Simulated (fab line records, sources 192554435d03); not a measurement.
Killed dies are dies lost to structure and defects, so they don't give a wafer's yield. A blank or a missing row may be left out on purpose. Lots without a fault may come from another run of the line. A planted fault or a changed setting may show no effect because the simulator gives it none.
fab line records | flow n5_finfet
record lots=11 wafers=32 last_day=15
route steps=1938 shown BEOL_M5@1176 BEOL_M6@1194 PASSIVATION@1936
lots that met no fault: from a run of the same line without faults
start_h: hours from the record's first day to the start of the lot's first wafer shown | wait_h: hours since the lot's step before | " the same as in the row above | L1.1+2: a row that stands for several wafers | - no value, or no start given | * or withheld: withheld | < > ~ a bound
route shown NAME@n: a module of which the file shows steps, and the number in the route of the first | usual: mean/standard deviation of fault-free wafers | same: alike in all rows | chamber/n: place in a boat | sites: the reading at each site | _std_site: their standard deviation | _edge_site: outer sites' mean less inner sites' | radius_mm: how far each site lies from the wafer's centre | mask NAME#n: copy n | behind: the tool/chamber that last shaped the wafer | hold: why the lot was held/for how many hours/how that ended | device: the transistor (n, p or np) that didn't switch | end of line: the same wafers' tests at the end of the route | a step without rows: its recipe alone | killed: dies lost to structure and defects at the first sort, not the wafer's yield | map: a wafer's dies, x killed, . not, _ none there
set.NAME: the setting as run; set.NAME@STEP: as run at that earlier step | model.NAME: the simulator's own value behind a step, which no gauge read
steps of the route over a sample of lots; a table a step, a row a wafer
services: from which hour (start_h, from the record's first day; less than 0 if before it) a tool's chamber was out of use, for how many hours, and why
## steps
# step N5_BEOL_M5_ANNEAL_49
# recipe temp_c=400 time_s=1800 ambient=vacuum
# usual heater_power_w=850/89
# columns lot.wafer tool chamber start_h wait_h heater_power_w
L291.2 pvd_sputter-03 - 192.34 0.0 920
L291.5 " - " " 891
L291.6 " - " " 893
L290.3 pvd_sputter-02 - 195.91 0.0 764
L290.5 " - " " 832
L290.6 " - " " 1007
L292.2 pvd_sputter-02 - 200.58 0.0 1008
L292.4 " - " " 833
L292.6 " - " " 843
L294.2 pvd_sputter-02 - 212.50 0.0 781
L294.3 " - " " 800
L294.4 " - " " 820
L295.2 pvd_sputter-03 - 216.83 0.0 832
L295.4 " - " " 819
L295.6 " - " " 912
L298.3 pvd_sputter-02 - 236.89 0.0 789
L298.4 " - " " 784
L298.5 " - " " 801
L299.2 pvd_sputter-02 - 245.93 0.0 978
L299.4 " - " " 763
L299.6 " - " " 770
L297.2 pvd_sputter-01 - 246.25 0.0 674
L297.5 " - " " 886
L297.6 " - " " 681
L301.2 pvd_sputter-02 - 254.72 0.0 769
L301.3 " - " " 808
L301.6 " - " " 808
L304.2 pvd_sputter-01 - 263.65 0.0 888
L304.4 " - " " 851
L304.5 " - " " 660
L307.4 pvd_sputter-03 - 286.72 0.0 836
L307.5 " - " " 917
# step N5_BEOL_M5_ANNEAL_89
# recipe temp_c=400 time_s=1800 ambient=vacuum
# usual heater_power_w=851/90
# columns lot.wafer tool chamber start_h wait_h heater_power_w
L291.2 pvd_sputter-03 - 195.60 0.0 926
L291.5 " - " " 886
L291.6 " - " " 939
L290.3 pvd_sputter-02 - 199.17 0.0 815
L290.5 " - " " 828
L290.6 " - " " 1027
L292.2 pvd_sputter-02 - 203.84 0.0 990
L292.4 " - " " 818
L292.6 " - " " 820
L294.2 pvd_sputter-02 - 215.76 0.0 774
L294.3 " - " " 809
L294.4 " - " " 814
L295.2 pvd_sputter-03 - 220.09 0.0 826
L295.4 " - " " 838
L295.6 " - " " 906
L298.3 pvd_sputter-02 - 240.15 0.0 791
L298.4 " - " " 784
L298.5 " - " " 797
L299.2 pvd_sputter-02 - 249.19 0.0 1030
L299.4 " - " " 806
L299.6 " - " " 789
L297.2 pvd_sputter-01 - 249.51 0.0 667
L297.5 " - " " 886
L297.6 " - " " 665
L301.2 pvd_sputter-02 - 257.98 0.0 778
L301.3 " - " " 810
L301.6 " - " " 799
L304.2 pvd_sputter-01 - 266.91 0.0 894
L304.4 " - " " 838
L304.5 " - " " 682
L307.4 pvd_sputter-03 - 289.98 0.0 841
L307.5 " - " " 905
# step N5_BEOL_M5_PRE_CLEAN_77
# recipe gas=NH3/H2 time_s=15 temp_c=* rf_power_w=300
# usual heater_power_outer_w=34/16 heater_power_w=105/24
# columns lot.wafer tool chamber start_h wait_h heater_power_outer_w heater_power_w
L291.2 cvd_co-02 0 197.81 0.0 61 143
L291.5 " 2 " " 35 111
L291.6 " 1 " " 20 93
L290.3 cvd_co-02 1 201.01 0.0 20 95
L290.5 " 0 " " 59 139
L290.6 " 1 " " 21 94
L292.2 cvd_co-01 1 205.94 0.1 18 82
L292.4 " 0 " " 20 78
L292.6 " 2 " " 47 129
L294.2 cvd_co-01 2 217.60 0.0 47 131
L294.3 " 1 " " 18 82
L294.4 " 0 " " 20 76
L295.2 cvd_co-01 2 221.93 0.0 48 130
L295.4 " 1 " " 18 82
L295.6 " 2 " " 45 125
L298.3 cvd_co-01 2 242.01 0.0 48 131
L298.4 " 0 " " 20 80
L298.5 " 2 " " 48 130
L299.2 cvd_co-02 1 251.05 0.0 21 96
L299.4 " 0 " " 62 140
L299.6 " 2 " " 35 110
L297.2 cvd_co-01 0 251.36 0.0 20 78
L297.5 " 1 " " 18 78
L297.6 " 0 " " 20 78
L301.2 cvd_co-02 2 259.82 0.0 34 115
L301.3 " 1 " " 20 95
L301.6 " 2 " " 34 112
L304.2 cvd_co-02 2 269.12 0.0 34 109
L304.4 " 2 " " 35 110
L304.5 " 1 " " 21 97
L307.4 cvd_co-01 2 291.83 0.1 48 126
L307.5 " 1 " " 18 81
# step N5_BEOL_M6_ILD_DEP_00
# recipe material=SiCOH_lowk target_thk_a=1797.5 temp_c=300 precursor=DEMS/porogen pressure_torr=5 rf_w=500 time_s=33.4
# usual heater_power_outer_w=149/23 heater_power_w=319/46 showerhead_plenum_p_Torr=5.744/0.016 showerhead_vpp_V=1414/56 throttle_valve_pct=13.7/0.73
# columns lot.wafer tool chamber start_h wait_h heater_power_outer_w heater_power_w showerhead_plenum_p_Torr showerhead_vpp_V throttle_valve_pct
L291.2 pecvd-01 2 198.10 0.0 156 322 5.712 1461 12.9
L291.5 " 0 " " 129 243 5.764 1369 14.8
L291.6 " 1 " " 152 331 5.729 1342 12.8
L290.3 pecvd-04 0 201.30 0.0 111 262 5.754 1502 14.5
L290.5 " 0 " " 114 273 5.763 1511 14.6
L290.6 " 1 " " 134 317 5.758 1507 13.8
L292.2 pecvd-04 0 206.22 0.0 156 325 5.745 1477 14.4
L292.4 " 0 " " 155 328 5.760 1505 14.7
L292.6 " 2 " " 162 332 5.741 1364 13.1
L294.2 pecvd-04 2 217.92 0.0 156 327 5.740 1385 13.2
L294.3 " 1 " " 164 355 5.750 1507 14.1
L294.4 " 1 " " 170 368 5.737 1489 14.1
L295.2 pecvd-03 0 222.25 0.0 147 336 5.753 1410 13.9
L295.4 " 1 " " 149 312 5.737 1349 13.9
L295.6 " 1 " " 152 322 5.750 1326 14.1
L298.3 pecvd-03 0 242.29 0.0 173 372 5.752 1401 13.9
L298.4 " 1 " " 142 316 5.751 1363 14.4
L298.5 " 2 " " 149 345 5.704 1391 12.5
L299.2 pecvd-01 0 251.33 0.0 86 187 5.765 1403 14.6
L299.4 " 1 " " 136 298 5.756 1354 12.6
L299.6 " 2 " " 147 310 5.727 1474 12.6
L297.2 pecvd-03 0 251.65 0.0 150 328 5.762 1427 14.0
L297.5 " 0 " " 158 353 5.744 1421 14.1
L297.6 " 1 " " 150 322 5.740 1349 13.9
L301.2 pecvd-01 0 260.11 0.0 108 220 5.761 1374 14.3
L301.3 " 1 " " 165 345 5.741 1345 12.5
L301.6 " 1 " " 170 345 5.735 1325 13.0
L304.2 pecvd-04 2 269.41 0.0 140 321 5.736 1360 13.5
L304.4 " 1 " " 162 357 5.750 1519 13.9
L304.5 " 2 " " 141 305 5.744 1356 13.6
L307.4 pecvd-03 2 292.12 0.1 135 334 5.712 1394 12.6
L307.5 " 0 " " 160 344 5.744 1430 13.8
# step N5_BEOL_M6_THK_MEAS_01
# recipe reads=SiCOH_lowk_of_BEOL_M6_ILD_DEP_00
# usual M6_ILD_THK=154.8/2.1
# columns lot.wafer tool chamber start_h wait_h M6_ILD_THK[nm]
L291.2 film_metro-01 - 198.68 0.4 155.4
L291.5 " - " " 157.4
L291.6 " - " " 156.6
L290.3 film_metro-01 - 201.87 0.3 153.9
L290.5 " - " " 157.3
L290.6 " - " " 155.7
L292.2 film_metro-01 - 206.80 0.4 153.9
L292.4 " - " " 155.3
L292.6 " - " " 154.9
L294.2 film_metro-02 - 218.50 0.4 154.6
L294.3 " - " " 156.1
L294.4 " - " " 157.4
L295.2 film_metro-01 - 222.85 0.4 152.9
L295.4 " - " " 155.4
L295.6 " - " " 153.4
L298.3 film_metro-02 - 242.87 0.3 153.9
L298.4 " - " " 154.1
L298.5 " - " " 156.0
L299.2 film_metro-01 - 251.91 0.4 151.6
L299.4 " - " " 155.7
L299.6 " - " " 153.9
L297.2 film_metro-01 - 252.22 0.4 153.6
L297.5 " - " " 156.7
L297.6 " - " " 155.2
L301.2 film_metro-02 - 260.69 0.4 153.1
L301.3 " - " " 155.1
L301.6 " - " " 154.7
L304.2 film_metro-01 - 269.99 0.4 153.5
L304.4 " - " " 158.4
L304.5 " - " " 157.9
L307.4 film_metro-02 - 292.68 0.2 155.7
L307.5 " - " " 164.5
# step N5_PASSIVATION_PROBE_49
# usual defect_limited_yield=90.9/1.6 killed_at_M0_to_M3=34/11 killed_at_M4_up=14/5.7 killed_at_contacts=13/6.5 killed_at_front_end=43/11 killed_at_other=4/3.1 killed_dies=107/19 killed_open=71/14 killed_short=35/7.9 sort_bin_5_function=5.3/1.1 sort_bin_6_memory=3.4/0.74 sort_n_pass=1073/19 sort_yield_pct=90.9/1.6
# same gross_dies=1180 killed_at_back_side=0 sort_bin_4_leakage[%]=0 sort_bin_8_speed[%]=0
# columns lot.wafer tool chamber start_h wait_h defect_limited_yield[%] killed_at_M0_to_M3 killed_at_M4_up killed_at_contacts killed_at_front_end killed_at_other killed_dies killed_open killed_short sort_bin_5_function[%] sort_bin_6_memory[%] sort_n_pass sort_yield_pct[%]
L297.2 prober-01 - 345.71 0.1 88.5 28 21 21 60 6 136 94 42 6.5 4.6 1044 88.5
L297.5 prober-01 - 345.86 0.2 90.8 29 10 20 44 5 108 73 35 5.0 3.6 1072 90.8
L297.6 prober-01 - 345.91 0.3 90.8 22 20 22 43 1 108 77 31 6.0 2.9 1072 90.8
L301.2 prober-01 - 347.68 0.1 92.8 19 12 12 40 2 85 58 27 4.4 2.6 1095 92.8
L301.3 prober-01 - 347.73 0.1 89.9 25 10 8 65 11 119 65 53 6.2 3.5 1061 89.9
L301.6 prober-01 - 347.88 0.3 90.6 30 13 12 48 8 111 75 35 5.4 3.5 1069 90.6
L304.2 prober-02 - 357.19 0.1 89.7 38 30 18 31 5 122 81 40 6.1 4.1 1058 89.7
L304.4 prober-02 - 357.29 0.2 91.6 27 24 16 31 1 99 71 27 4.7 3.6 1081 91.6
L304.5 prober-02 - 357.34 0.2 90.9 42 15 6 42 2 107 69 32 5.3 3.1 1073 90.9
L307.4 prober-02 - 370.67 0.2 89.2 40 8 13 64 2 127 78 44 6.5 3.8 1053 89.2
# killed by level:class
L297.2 FIN_SAQP:geometric_particle:open=30 MOL_CONTACT_COAG:geometric_particle:open=19 FIN_SAQP:geometric_particle:short=11 BEOL_M4:geometric_particle:open=11 BEOL_M2:geometric_particle:open=6 BEOL_M2:geometric_particle:short=5 BEOL_M0_SAQP:geometric_particle:short=5 BEOL_M1:geometric_particle:open=5
L297.5 MOL_CONTACT_COAG:geometric_particle:open=16 BEOL_M2:geometric_particle:open=13 FIN_SAQP:geometric_particle:open=12 FIN_SAQP:geometric_particle:short=7 STI_FIN_REVEAL:geometric_particle:open=7 GATE_CUT:geometric_particle:short=7 BEOL_M4:geometric_particle:open=5 MOL_CONTACT_COAG:geometric_particle:short=4
L297.6 MOL_CONTACT_COAG:geometric_particle:open=19 FIN_SAQP:geometric_particle:open=18 BEOL_M4:geometric_particle:open=10 BEOL_M1:geometric_particle:open=8 FIN_SAQP:geometric_particle:short=7 STI_FIN_REVEAL:geometric_particle:open=4 BEOL_M2:geometric_particle:open=4 BEOL_M4:geometric_particle:short=4
L301.2 MOL_CONTACT_COAG:geometric_particle:open=10 FIN_SAQP:geometric_particle:short=6 STI_FIN_REVEAL:geometric_particle:open=6 BEOL_M2:geometric_particle:open=6 DUMMY_GATE:geometric_particle:open=5 BEOL_M4:geometric_particle:open=5 FIN_SAQP:geometric_particle:open=4 GATE_CUT:geometric_particle:open=4
L301.3 FIN_SAQP:geometric_particle:short=17 FIN_SAQP:geometric_particle:open=12 STI_FIN_REVEAL:geometric_particle:open=9 BEOL_M2:geometric_particle:open=9 ILD0:geometric_particle:open=5 GATE_CUT:geometric_particle:short=5 BEOL_M3:geometric_particle:short=5 MIM_BOT:geometric_particle:open=5
L301.6 STI_FIN_REVEAL:geometric_particle:open=14 MOL_CONTACT_COAG:geometric_particle:open=10 BEOL_M2:geometric_particle:open=8 FIN_SAQP:geometric_particle:short=6 DUMMY_GATE:geometric_particle:open=6 BEOL_M0_SAQP:geometric_particle:short=6 FIN_SAQP:geometric_particle:open=5 BEOL_M0_SAQP:geometric_particle:open=5
L304.2 MOL_CONTACT_COAG:geometric_particle:open=17 BEOL_M4:geometric_particle:open=16 BEOL_M1:geometric_particle:short=8 BEOL_M3:geometric_particle:open=8 FIN_SAQP:geometric_particle:short=7 BEOL_M4:geometric_particle:short=7 BEOL_M2:geometric_particle:open=6 FIN_SAQP:geometric_particle:open=5
L304.4 BEOL_M3:geometric_particle:open=12 MOL_CONTACT_COAG:geometric_particle:open=11 BEOL_M4:geometric_particle:open=10 FIN_SAQP:geometric_particle:open=8 GATE_CUT:geometric_particle:short=6 STI_FIN_REVEAL:geometric_particle:open=5 BEOL_M1:geometric_particle:open=5 BEOL_M5:geometric_particle:open=5
L304.5 FIN_SAQP:geometric_particle:open=12 BEOL_M3:geometric_particle:open=10 BEOL_M4:geometric_particle:open=8 FIN_SAQP:geometric_particle:short=7 BEOL_M0_SAQP:geometric_particle:short=7 BEOL_M1:geometric_particle:open=7 STI_FIN_REVEAL:geometric_particle:open=6 BEOL_M0_SAQP:geometric_particle:open=5
L307.4 STI_FIN_REVEAL:geometric_particle:open=25 BEOL_M0_SAQP:geometric_particle:short=16 BEOL_M0_SAQP:geometric_particle:open=14 MOL_CONTACT_COAG:geometric_particle:open=7 MOL_CONTACT_COAG:geometric_particle:short=6 FIN_SAQP:geometric_particle:open=5 STI_FIN_REVEAL:geometric_particle:short=5 BEOL_M1:geometric_particle:open=5
## services
# columns tool chamber start_h hours kind
pvd_sputter-01 - 175.05 0.9 repair
pecvd-04 1 186.84 5.5 scheduled_down
pecvd-03 - 195.89 6.0 pm
pecvd-03 2 202.38 - clean
pecvd-03 2 202.38 - consumable_replace:showerhead
pecvd-03 2 202.38 29.0 scheduled_down
pecvd-03 2 202.38 29.0 vent_cycle
pecvd-03 - 207.52 4.3 pm
pecvd-04 - 226.86 0.3 repair
pecvd-01 2 240.45 2.1 scheduled_down
cvd_co-02 - 269.69 4.1 repair
cvd_co-02 1 282.97 11.8 repair
## key
first_sign step=N5_BEOL_M6_THK_MEAS_01 reading=M6_ILD_THK direction=up sigmas=4.7 usual=154.8 struck=164.5
effect none on later readings
met_at N5_BEOL_M6_ILD_DEP_00
struck_lots L307
struck_wafers L307.5
not_acting_at N5_BEOL_M5_ANNEAL_49,N5_BEOL_M5_ANNEAL_89,N5_BEOL_M5_PRE_CLEAN_77
onset_between 251.65 292.12
fault kind=process_parameter_drift tool=pecvd-03 chamber=- onset_h=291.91 steps=N5_BEOL_M6_ILD_DEP_00 channel=time_s offset=* shape=step end_h=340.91 scope=struck_wafers_only acts_in=* stated=*
